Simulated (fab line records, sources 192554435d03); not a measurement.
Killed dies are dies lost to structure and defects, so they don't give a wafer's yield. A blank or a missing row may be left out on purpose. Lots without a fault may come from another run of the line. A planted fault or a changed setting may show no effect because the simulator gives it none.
Split-lot experiment | flow n5_finfet | 7 lots, 39 wafers read, on a route of 1938 steps

THE SPLIT
At N5_FIN_CUT_CUT_ETCH_26 (etches SiNx in CH3F/O2, target depth 39 nm, time 55.7 s), the setting target_depth_a was moved away from the recipe's 390 angstrom on 18 of the 39 wafers read, by -11.2% to +9.3%. The other wafers ran this setting at the recipe's value.

The reading is taken at the split's own step.

THE READING
etch.depth_nm (the simulator's own value, which no gauge read), in nm, at N5_FIN_CUT_CUT_ETCH_26 (etches SiNx in CH3F/O2, target depth 39 nm, time 55.7 s). The file gives no usual value for it. The 21 wafers here that ran the recipe average 39.15 nm, standard deviation 0.88 nm.

wafer  | tool, chamber at the split | target_depth_a as run, angstrom | against the recipe | etch.depth_nm, nm | against lot-mates on the recipe
L074.3 | rie_diel-06, 2             | 390                             | recipe             | 38.67             | -
L074.4 | rie_diel-06, 1             | 390                             | recipe             | 38.75             | -
L074.6 | rie_diel-06, 2             | 390                             | recipe             | 38.61             | -
L077.1 | rie_diel-01, 2             | 426.2                           | +9.3%              | 43.11             | +3.73
L077.2 | rie_diel-01, 3             | 390                             | recipe             | 38.67             | -
L077.3 | rie_diel-01, 1             | 426.2                           | +9.3%              | 42.56             | +3.18
L077.4 | rie_diel-01, 0             | 390                             | recipe             | 40.76             | -
L077.5 | rie_diel-01, 1             | 390                             | recipe             | 38.72             | -
L077.6 | rie_diel-01, 2             | 426.2                           | +9.3%              | 42.87             | +3.49
L084.1 | rie_diel-04, 3             | 390                             | recipe             | 40.63             | -
L084.2 | rie_diel-04, 1             | 412.4                           | +5.7%              | 39.99             | -0.07
L084.3 | rie_diel-04, 0             | 412.4                           | +5.7%              | 41.6              | +1.54
L084.4 | rie_diel-04, 0             | 390                             | recipe             | 39.37             | -
L084.5 | rie_diel-04, 3             | 390                             | recipe             | 40.19             | -
L084.6 | rie_diel-04, 1             | 412.4                           | +5.7%              | 40.04             | -0.02
L086.1 | rie_diel-06, 0             | 390                             | recipe             | 38.08             | -
L086.2 | rie_diel-06, 2             | 417.8                           | +7.1%              | 40.98             | +2.60
L086.3 | rie_diel-06, 3             | 417.8                           | +7.1%              | 41.36             | +2.98
L086.4 | rie_diel-06, 1             | 390                             | recipe             | 39.01             | -
L086.5 | rie_diel-06, 0             | 390                             | recipe             | 38.06             | -
L086.6 | rie_diel-06, 3             | 417.8                           | +7.1%              | 41.68             | +3.30
L088.1 | rie_diel-01, 1             | 356.9                           | -8.5%              | 35.34             | -3.93
L088.2 | rie_diel-01, 3             | 356.9                           | -8.5%              | 35.69             | -3.58
L088.3 | rie_diel-01, 0             | 390                             | recipe             | 40.64             | -
L088.4 | rie_diel-01, 2             | 390                             | recipe             | 38.61             | -
L088.5 | rie_diel-01, 1             | 390                             | recipe             | 38.57             | -
L088.6 | rie_diel-01, 2             | 356.9                           | -8.5%              | 35.46             | -3.81
L091.1 | rie_diel-04, 1             | 346.3                           | -11.2%             | 33.72             | -5.58
L091.2 | rie_diel-04, 0             | 346.3                           | -11.2%             | 34.57             | -4.73
L091.3 | rie_diel-04, 3             | 390                             | recipe             | 40.55             | -
L091.4 | rie_diel-04, 2             | 390                             | recipe             | 38.42             | -
L091.5 | rie_diel-04, 2             | 390                             | recipe             | 38.94             | -
L091.6 | rie_diel-04, 1             | 346.3                           | -11.2%             | 33.74             | -5.56
L093.1 | rie_diel-01, 3             | 374.4                           | -4.0%              | 37.02             | -1.97
L093.2 | rie_diel-01, 2             | 390                             | recipe             | 38.68             | -
L093.3 | rie_diel-01, 0             | 374.4                           | -4.0%              | 38.15             | -0.84
L093.4 | rie_diel-01, 1             | 390                             | recipe             | 38.36             | -
L093.5 | rie_diel-01, 0             | 390                             | recipe             | 39.94             | -
L093.6 | rie_diel-01, 1             | 374.4                           | -4.0%              | 37                | -1.99

THE FIT
A straight line over all 39 wafers: etch.depth_nm changes by +0.4 nm for each +1% of target_depth_a; r = +0.94; the points scatter about the line by 0.8 nm.
The same after taking each lot's own level away (the mean of its wafers on the recipe; 39 wafers): +0.4 nm for each +1%; r = +0.94; scatter 0.82 nm.
On that fit, the largest move of target_depth_a shifts the reading by 4.5 nm.
The lots' own levels span 38.383 to 40.063 nm, that is 1.9 times the standard deviation above.
So the lot-to-lot level changes the slope little: the two slopes agree.
Check: with one of the wafers moved furthest among these (-11.2%) left out of the fit, the line predicts -4.59 nm for it against its lot-mates. It came out at -5.58 nm against them.

OTHER SPLITS ON THESE WAFERS
These wafers also went through other splits before the reading. Each is held against what the fit with the lots' levels taken away leaves over:
other split on the same wafers             | wafers away from the commonest value | r with etch.depth_nm (lot level and that fit taken away)
N5_FIN_SAQP_HM_DEP_03 target_thk_a         | 12                                   | -0.19
N5_FIN_SAQP_MANDREL_ETCH_22 target_depth_a | 18                                   | +0.07

THE FILE'S OWN FIT
etch.depth_nm changes by +0.401 nm for each +1% of target_depth_a, r = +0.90.
